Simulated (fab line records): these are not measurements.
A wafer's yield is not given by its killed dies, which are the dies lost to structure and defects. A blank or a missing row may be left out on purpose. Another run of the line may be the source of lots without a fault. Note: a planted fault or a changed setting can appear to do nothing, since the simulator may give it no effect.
fab line records	flow nand-harc
record: lots: 12	wafers: 36	last-day: 34
route steps=1302 shown A_STAIRCASE@653 END@1302
lots with no fault: from the same line, run without faults
start-h: hours from the record's opening day to when the first of the lot's shown wafers began	wait-h: hours since the lot's step before	" identical to the entry in the row above	L1.1+2: one row covering several wafers at once	- no value present, or no start provided	* or withheld: withheld	< > ~ a bound
route shown NAME@n: names a module that has steps shown in the file, with the first one's number in the route	usual: mean/standard deviation taken from wafers without a fault	same: alike in all rows	chamber/n: place in a boat	sites: the reading at each site	_std_site: the standard deviation of these	_edge_site: the outer-site mean with the inner-site mean subtracted	radius-mm: how far each site lies from the wafer's centre	mask NAME#n: copy n	behind: the tool/chamber that last shaped the wafer	hold: why the lot went on hold/how many hours it stayed there/how the hold came to an end	device: whichever transistor did not switch (one of n, p or np)	end of line: at the end of the route, the tests of the same wafers	a step without rows: its recipe alone	killed: not the wafer's yield, but the dies lost to structure and defects at the first sort	map: a wafer's dies, x killed, . not, _ none there
set.NAME: the setting that was run; set.NAME@STEP: the one run at that earlier step	model.NAME: the simulator's own value behind a step, which no gauge read
the route's steps for a sample of lots (tables are steps, rows are wafers)
services: from which hour (start-h, from the record's first day; less than 0 if before it) a tool's chamber was out of use, for how many hours, and why
== steps ==
step: NHARC_A_STAIRCASE_STRIP_171
recipe: power-w: 1500	temp-c: 250	chemistry: O2
usual: drypump-motor-current-A: 6.0/0.39	heater-power-w: 320/24
lot.wafer	tool	chamber	start-h	wait-h	drypump-motor-current-A	heater-power-w	rf-hours-counter-h
L981.3	plasma-asher-01	1	394.70	-	5.6	309	-
L981.4	"	0	"	"	6.5	348	-
L981.5	"	1	"	"	5.6	302	-
L983.1	plasma-asher-01	1	401.80	-	5.6	288	10
L983.2	"	0	"	"	6.5	361	10
L983.4	"	1	"	"	5.7	299	-
L985.1	plasma-asher-02	1	415.32	-	5.6	324	32
L985.2	"	0	"	"	6.2	304	32
L985.5	"	0	"	"	6.2	299	-
L989.1	plasma-asher-01	1	462.94	-	5.6	299	25
L989.3	"	1	"	"	5.6	302	-
L989.6	"	0	"	"	6.5	363	-
L992.2	plasma-asher-02	1	503.25	-	5.6	337	12
L992.3	"	1	"	"	5.6	336	-
L992.5	"	0	"	"	6.2	286	-
L993.2	plasma-asher-02	0	505.67	-	6.2	299	13
L993.4	"	0	"	"	6.1	293	-
L993.5	"	0	"	"	6.2	289	-
L996.1	plasma-asher-01	1	528.85	-	5.6	295	0
L996.3	"	1	"	"	5.7	296	-
L996.5	"	1	"	"	5.6	292	-
L997.4	plasma-asher-01	1	540.86	-	5.6	291	-
L997.3	"	0	"	"	6.5	325	-
L997.5	"	1	"	"	5.6	290	-
L999.4	plasma-asher-01	0	560.78	-	6.5	323	-
L999.5	"	1	"	"	5.6	292	-
L999.6	"	0	"	"	6.5	324	-
L100.1	plasma-asher-02	1	560.99	-	5.6	342	26
L100.3	"	0	"	"	6.1	293	-
L100.6	"	0	"	"	6.2	291	-
L998.2	plasma-asher-01	1	561.18	-	5.6	292	7
L998.3	"	0	"	"	6.5	321	-
L998.4	"	1	"	"	5.6	290	-
L101.3	plasma-asher-02	0	580.89	-	6.2	293	-
L101.4	"	1	"	"	5.6	352	-
L101.5	"	1	"	"	5.5	359	-
step: NHARC_A_STAIRCASE_TRIM_16
recipe: time-s: 211.2	o2-flow-sccm: 500	ar-flow-sccm: 0	bias-w: 0	chemistry: O2
usual: drypump-motor-current-A: 5.7/0.54	oes-product-au: 1.002/0.0087	rf-vpp-V: 57.8/1	showerhead-plenum-p-Torr: 3.51/0.17	throttle-valve-pct: 17.037/0.0087
lot.wafer	tool	chamber	start-h	wait-h	drypump-motor-current-A	oes-product-au	rf-hours-counter-h	rf-vpp-V	showerhead-plenum-p-Torr	throttle-valve-pct
L981.3	rie-diel-13	1	-	-	6.3	1.015	14	58.9	3.31	17.026
L981.4	"	2	"	"	5.3	1.015	9	57.2	3.37	17.046
L981.5	"	2	"	"	5.3	1.015	-	57.0	3.37	17.042
L983.4	rie-diel-13	2	-	-	5.3	1.000	11	57.4	3.37	17.048
L983.1	"	0	"	"	6.2	1.019	17	57.5	3.51	17.042
L983.2	"	1	"	"	6.3	1.005	15	56.6	3.31	17.029
L985.1	rie-diel-13	1	-	-	6.3	1.008	18	57.5	3.31	17.040
L985.2	"	3	"	"	5.4	1.010	20	57.1	3.65	17.040
L985.5	"	0	"	"	6.3	0.999	-	56.9	3.50	17.032
L989.1	rie-diel-13	3	-	-	5.4	0.998	35	57.5	3.64	17.038
L989.3	"	0	"	"	6.2	1.007	34	59.0	3.50	17.028
L989.6	"	2	"	"	5.3	1.013	-	55.9	3.36	17.042
L992.3	rie-diel-02	1	-	-	5.0	0.999	33	58.1	3.79	17.026
L992.2	"	3	"	"	5.9	0.999	28	57.9	3.40	17.036
L992.5	"	2	"	"	6.6	0.996	-	56.9	3.45	17.059
L993.2	rie-diel-13	2	-	-	5.3	1.009	44	57.9	3.35	17.032
L993.4	"	0	"	"	6.3	1.003	42	58.7	3.49	17.035
L993.5	"	2	"	"	5.3	1.014	-	57.2	3.35	17.032
L996.3	rie-diel-02	2	-	-	6.6	0.993	44	57.8	3.44	17.043
L996.1	"	0	"	"	5.8	1.001	46	60.1	3.75	17.041
L996.5	"	2	"	"	6.6	0.999	-	57.5	3.44	17.034
L997.4	rie-diel-12	1	-	-	6.6	1.008	29	57.1	3.46	17.033
L997.3	"	2	"	"	5.1	1.016	32	58.3	3.79	17.042
L997.5	"	1	"	"	6.6	1.002	-	58.5	3.46	17.047
L999.4	rie-diel-02	0	-	-	5.8	0.995	55	57.7	3.74	17.027
L999.5	"	3	"	"	6.0	0.994	-	58.2	3.39	17.037
L999.6	"	0	"	"	5.8	1.000	-	57.8	3.74	17.054
L100.1	rie-diel-13	3	-	-	5.4	1.000	9	58.2	3.62	17.042
L100.3	"	2	"	"	5.3	0.992	12	58.6	3.34	17.041
L100.6	"	3	"	"	5.4	1.000	-	57.7	3.62	17.045
L998.3	rie-diel-13	3	-	-	5.4	0.987	9	57.7	3.63	17.041
L998.2	"	1	"	"	6.3	1.013	11	55.8	3.28	17.031
L998.4	"	2	"	"	5.3	0.997	12	57.0	3.34	17.039
L101.3	rie-diel-13	0	-	-	6.2	1.002	14	56.7	3.48	17.030
L101.4	"	2	"	"	5.3	0.993	17	57.3	3.34	17.036
L101.5	"	3	"	"	5.4	1.000	-	58.4	3.62	17.056
step: NHARC_A_STAIRCASE_ETCH_17
recipe: target-depth-a: 1000	time-s: 40.5	ion-energy-ev: 400	c4f8-flow-sccm: 20	o2-flow-sccm: 10	ar-flow-sccm: withheld	rf-w: 600	bias-w: 1000	chemistry: C4F8/O2
usual: oes-product-au: 0.945/0.0098	rf-vpp-V: 896/6.1
lot.wafer	tool	chamber	start-h	wait-h	oes-product-au	rf-hours-counter-h	rf-vpp-V
L981.4	rie-diel-13	3	-	-	0.955	15	900
L981.3	"	0	"	"	0.946	16	895
L981.5	"	0	"	"	0.943	-	895
L983.2	rie-diel-13	1	-	-	0.956	16	888
L983.1	"	2	"	"	0.950	11	890
L983.4	"	3	"	"	0.952	17	901
L985.1	rie-diel-13	0	-	-	0.951	20	894
L985.2	"	2	"	"	0.963	14	891
L985.5	"	0	"	"	0.950	-	896
L989.1	rie-diel-13	2	-	-	0.951	31	889
L989.3	"	3	"	"	0.939	35	901
L989.6	"	3	"	"	0.949	-	899
L992.3	rie-diel-02	3	-	-	0.931	28	890
L992.2	"	1	"	"	0.938	33	904
L992.5	"	3	"	"	0.935	-	890
L993.2	rie-diel-13	0	-	-	0.954	42	896
L993.4	"	1	"	"	0.951	45	887
L993.5	"	0	"	"	0.963	-	895
L996.3	rie-diel-02	2	-	-	0.946	45	892
L996.1	"	3	"	"	0.937	42	892
L996.5	"	2	"	"	0.952	-	893
L997.4	rie-diel-12	0	-	-	0.940	31	887
L997.3	"	1	"	"	0.947	29	893
L997.5	"	2	"	"	0.953	-	906
L999.4	rie-diel-02	0	-	-	0.929	56	905
L999.6	"	1	"	"	0.925	-	904
L999.5	"	2	"	"	0.950	-	894
L100.1	rie-diel-13	3	-	-	0.943	9	901
L100.3	"	1	"	"	0.941	11	887
L100.6	"	0	"	"	0.937	-	894
L998.2	rie-diel-13	0	-	-	0.940	9	895
L998.3	"	1	"	"	0.956	11	888
L998.4	"	3	"	"	0.937	10	900
L101.4	rie-diel-13	1	-	-	0.958	16	888
L101.3	"	2	"	"	0.945	17	891
L101.5	"	0	"	"	0.944	-	895
step: NHARC_A_STAIRCASE_ETCH_25
recipe: target-depth-a: 1000	time-s: 40.5	ion-energy-ev: 400	c4f8-flow-sccm: 20	o2-flow-sccm: 10	ar-flow-sccm: withheld	rf-w: 600	bias-w: 1000	chemistry: C4F8/O2
usual: oes-product-au: 0.943/0.012	rf-vpp-V: 896/6.3
lot.wafer	tool	chamber	start-h	wait-h	oes-product-au	rf-hours-counter-h	rf-vpp-V
L981.4	rie-diel-12	2	398.06	-	0.955	36	887
L981.3	"	3	"	"	0.964	39	899
L981.5	"	2	"	"	0.958	-	886
L983.4	rie-diel-13	2	405.26	-	0.948	12	889
L983.1	"	3	"	"	0.943	17	898
L983.2	"	1	"	"	0.930	16	888
L985.2	rie-diel-12	2	418.48	-	0.956	44	886
L985.1	"	0	"	"	0.951	51	887
L985.5	"	2	"	"	0.950	-	887
L989.1	rie-diel-02	1	466.35	-	0.926	26	905
L989.3	"	3	"	"	0.955	15	893
L989.6	"	1	"	"	0.937	-	905
L992.2	rie-diel-02	3	506.64	-	0.772	29	891
L992.3	"	1	"	"	0.757	33	905
L992.5	"	2	"	"	0.760	-	893
L993.4	rie-diel-02	0	508.91	-	0.762	34	904
L993.2	"	1	"	"	0.758	35	906
L993.5	"	3	"	"	0.771	-	891
L996.1	rie-diel-13	3	532.17	-	0.946	0	899
L996.3	"	1	"	"	0.960	0	887
L996.5	"	3	"	"	0.948	-	900
L997.4	rie-diel-13	1	544.12	-	0.949	4	886
L997.3	"	2	"	"	0.946	3	889
L997.5	"	1	"	"	0.960	-	887
L100.3	rie-diel-12	0	564.35	-	0.947	38	887
L100.1	"	2	"	"	0.961	36	905
L100.6	"	1	"	"	0.947	-	895
L998.2	rie-diel-13	2	564.59	-	0.942	12	889
L998.4	"	0	"	"	0.965	9	896
L998.3	"	1	"	"	0.951	12	886
L999.4	rie-diel-02	0	564.79	-	0.954	57	903
L999.6	"	1	"	"	0.945	-	905
L999.5	"	2	"	"	0.949	-	893
L101.4	rie-diel-02	3	583.97	-	0.945	1	890
L101.3	"	0	"	"	0.947	1	904
L101.5	"	1	"	"	0.957	-	906
step: NHARC_END_SORT_01
recipe: temp-c: 25
usual: killed-at-array: 53/18	killed-at-other: 1.0/1.2	killed-at-periphery: 3.6/2.4	killed-dies: 58/18	killed-open: 3.4/1.8	killed-short: 2.3/1.5
same: gross-dies: 677
lot.wafer	tool	chamber	start-h	wait-h	hold	killed-at-array	killed-at-other	killed-at-periphery	killed-dies	killed-open	killed-short
L983.1	prober-02	0	619.40	2.5	-	34	3	1	38	2	1
L983.2	prober-02	0	620.20	2.8	-	43	3	2	48	3	5
L983.4	prober-02	0	621.80	3.4	-	38	2	5	45	4	4
L989.1	prober-02	0	675.98	2.5	-	68	0	1	69	3	1
L989.3	prober-02	0	677.57	3.1	-	61	0	2	63	4	2
L989.6	prober-02	0	679.96	4.0	-	68	0	3	71	6	2
L992.2	prober-01	0	717.69	2.8	await-dispo/3.0h/scrap	664	1	11	676	4	2
L992.3	prober-01	0	718.48	3.1	await-dispo/3.0h/scrap	669	1	7	677	5	2
L992.5	prober-01	0	720.07	3.7	await-dispo/3.0h/scrap	672	0	5	677	2	2
L993.2	prober-02	0	717.73	2.8	await-dispo/2.1h/scrap	663	0	13	676	2	2
L993.4	prober-02	0	719.33	3.4	await-dispo/2.1h/scrap	667	0	10	677	3	4
L993.5	prober-02	0	720.13	3.7	await-dispo/2.1h/scrap	666	1	9	676	3	8
L999.4	prober-02	0	778.54	3.4	-	68	4	4	76	5	4
L999.5	prober-02	0	779.34	3.7	-	34	2	6	42	2	1
L999.6	prober-02	0	780.15	4.0	-	54	2	2	58	4	3
killed by level:class
L983.1 A_CHANNEL_HOLE_D2:chamber-film-flake=26 A_STAIRCASE:chamber-film-flake=3 THIN_TSV:chamber-film-flake=3 A_CHANNEL_FILL_D1:geometric-particle:short=1 A_CHANNEL_FILL_D1:geometric-particle:open=1 A_SGD_CUT:geometric-particle:open=1 P_STI:chamber-film-flake=1 A_DECK1_JOINT:chamber-film-flake=1
L983.2 A_CHANNEL_HOLE_D2:chamber-film-flake=27 A_CONTACT:chamber-film-flake=3 THIN_TSV:chamber-film-flake=3 A_CHANNEL_HOLE_D1:chamber-film-flake=2 A_ONON_D1:geometric-particle:short=1 A_CHANNEL_HOLE_D1:geometric-particle:short=1 A_CHANNEL_FILL_D2:geometric-particle:open=1 A_SLIT:geometric-particle:short=1
L983.4 A_CHANNEL_HOLE_D2:chamber-film-flake=21 A_CONTACT:chamber-film-flake=5 P_GATE:chamber-film-flake=2 A_ZERO_WELL:chamber-film-flake=2 A_CHANNEL_HOLE_D1:chamber-film-flake=2 THIN_TSV:chamber-film-flake=2 P_GATE:geometric-particle:short=1 P_M0:geometric-particle:short=1
L989.1 A_CHANNEL_HOLE_D1:chamber-film-flake=31 A_SLIT:chamber-film-flake=21 A_CONTACT:chamber-film-flake=9 A_CHANNEL_FILL_D1:geometric-particle:open=1 A_WL_FILL:geometric-particle:short=1 A_BLC:geometric-particle:open=1 A_M1:geometric-particle:open=1 P_ZERO_WELL:chamber-film-flake=1
L989.3 A_CHANNEL_HOLE_D1:chamber-film-flake=30 A_SLIT:chamber-film-flake=21 A_M0:geometric-particle:open=2 A_CONTACT:chamber-film-flake=2 P_M0:geometric-particle:open=1 A_ONON_D1:geometric-particle:open=1 A_ONON_D1:geometric-particle:short=1 A_SGD_CUT:geometric-particle:short=1
L989.6 A_CHANNEL_HOLE_D1:chamber-film-flake=34 A_SLIT:chamber-film-flake=22 A_ONON_D1:geometric-particle:open=2 A_STAIRCASE:chamber-film-flake=2 P_GATE:geometric-particle:short=1 A_DECK1_JOINT:geometric-particle:short=1 A_SGD_CUT:geometric-particle:open=1 A_WL_FILL:geometric-particle:open=1
L992.2 A_STAIRCASE:area-etch=593 A_CHANNEL_HOLE_D1:chamber-film-flake=31 A_SLIT:chamber-film-flake=17 A_CHANNEL_HOLE_D2:chamber-film-flake=9 A_CONTACT:chamber-film-flake=4 A_BONDPAD:chamber-film-flake=4 P_M0:geometric-particle:open=3 P_CONTACT:chamber-film-flake=3
L993.2 A_STAIRCASE:area-etch=590 A_CHANNEL_HOLE_D1:chamber-film-flake=35 A_CHANNEL_HOLE_D2:chamber-film-flake=14 P_CONTACT:chamber-film-flake=12 A_SLIT:chamber-film-flake=8 A_BONDPAD:chamber-film-flake=6 A_DECK1_JOINT:chamber-film-flake=3 A_CHANNEL_FILL_D1:geometric-particle:short=1
L992.3 A_STAIRCASE:area-etch=585 A_SLIT:chamber-film-flake=29 A_CHANNEL_HOLE_D1:chamber-film-flake=22 A_CHANNEL_HOLE_D2:chamber-film-flake=14 A_BONDPAD:chamber-film-flake=5 P_CONTACT:geometric-particle:open=2 P_GATE:chamber-film-flake=2 P_CONTACT:chamber-film-flake=2
L993.4 A_STAIRCASE:area-etch=615 A_CHANNEL_HOLE_D1:chamber-film-flake=20 A_CHANNEL_HOLE_D2:chamber-film-flake=14 P_CONTACT:chamber-film-flake=5 A_SLIT:chamber-film-flake=4 P_GATE:chamber-film-flake=3 A_CONTACT:chamber-film-flake=3 A_M0:chamber-film-flake=3
L992.5 A_STAIRCASE:area-etch=598 A_CHANNEL_HOLE_D1:chamber-film-flake=34 A_SLIT:chamber-film-flake=20 A_CHANNEL_HOLE_D2:chamber-film-flake=8 A_CONTACT:chamber-film-flake=5 A_BONDPAD:chamber-film-flake=4 P_GATE:chamber-film-flake=2 P_CONTACT:geometric-particle:open=1
L993.5 A_STAIRCASE:area-etch=591 A_CHANNEL_HOLE_D1:chamber-film-flake=31 A_CHANNEL_HOLE_D2:chamber-film-flake=21 A_SLIT:chamber-film-flake=8 A_WL_FILL:geometric-particle:short=4 A_BONDPAD:chamber-film-flake=4 P_GATE:chamber-film-flake=3 P_CONTACT:chamber-film-flake=3
L999.4 A_SLIT:chamber-film-flake=23 A_CHANNEL_HOLE_D1:chamber-film-flake=9 A_CONTACT:chamber-film-flake=8 A_STAIRCASE:chamber-film-flake=4 THIN_TSV:chamber-film-flake=4 A_M1:chamber-film-flake=4 A_BONDPAD:chamber-film-flake=3 P_M2:chamber-film-flake=2
L999.5 A_SLIT:chamber-film-flake=14 A_CONTACT:chamber-film-flake=6 A_CHANNEL_HOLE_D1:chamber-film-flake=4 A_M1:chamber-film-flake=4 P_GATE:chamber-film-flake=3 A_ZERO_WELL:chamber-film-flake=2 THIN_TSV:chamber-film-flake=2 P_GATE:geometric-particle:open=1
L999.6 A_SLIT:chamber-film-flake=24 A_CONTACT:chamber-film-flake=8 A_CHANNEL_HOLE_D1:chamber-film-flake=5 A_STAIRCASE:chamber-film-flake=4 A_CONTACT:geometric-particle:open=2 A_ZERO_WELL:chamber-film-flake=2 A_BLC:chamber-film-flake=2 A_M1:chamber-film-flake=2
== services ==
tool	chamber	start-h	hours	kind
rie-diel-02	0	377.40	2.1	repair
rie-diel-13	0	377.68	-	clean
rie-diel-13	1	377.68	-	clean
rie-diel-13	2	377.68	-	clean
rie-diel-13	3	377.68	-	clean
plasma-asher-02	-	378.47	9.3	repair
rie-diel-12	2	378.86	2.6	repair
rie-diel-02	-	394.46	9.0	pm
rie-diel-13	0	402.18	-	clean
rie-diel-13	1	402.18	-	clean
rie-diel-13	2	402.18	-	clean
rie-diel-13	3	402.18	-	clean
rie-diel-13	-	423.11	5.7	repair
rie-diel-02	0	424.08	12.3	repair
plasma-asher-02	-	426.22	9.0	pm
rie-diel-02	3	434.93	28.6	repair
rie-diel-12	-	445.82	9.0	pm
rie-diel-12	1	469.74	9.5	repair
rie-diel-13	0	475.54	6.6	repair
rie-diel-13	3	499.83	6.7	repair
plasma-asher-01	-	519.30	9.0	pm
rie-diel-13	-	521.79	9.0	pm
rie-diel-02	2	547.77	7.8	repair
plasma-asher-02	-	567.53	2.5	repair
== key ==
first-sign: step: NHARC_A_STAIRCASE_ETCH_25	reading: oes-product-au	direction: down	sigmas: 15	usual: 0.943	struck: 0.763
effect: step: NHARC_END_SORT_01	reading: killed-at-array	direction: up	sigmas: 35	usual: 53	struck: 667
more-kills-born-at: NHARC_A_STAIRCASE_ETCH_25@rie-diel-02: 3572
met-at NHARC_A_STAIRCASE_ETCH_25
struck-lots L992,L993
later-rows-left-out L992.2,L992.3,L992.5,L993.2,L993.4,L993.5
tester-left-out L992,L993
not-acting-at NHARC_A_STAIRCASE_STRIP_171,NHARC_A_STAIRCASE_TRIM_16,NHARC_A_STAIRCASE_ETCH_17
onset-between 466.35 506.64
fault: kind: process-parameter-drift	tool: rie-diel-02	chamber: -	onset-h: 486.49	steps: NHARC_A_STAIRCASE_ETCH_25	channel: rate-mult	offset: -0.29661	shape: step	end-h: 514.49
tester-left-out: of these lots the tester's yield and bins aren't shown, on N5 and GAA mostly nor the transistor test; their killed dies are dies lost to structure and defects alone, not to doping, threshold or leakage, so they don't give the yield
later-rows-left-out: the simulator's readings of these wafers behind a module that went badly wrong aren't trusted and aren't shown, but for the sort
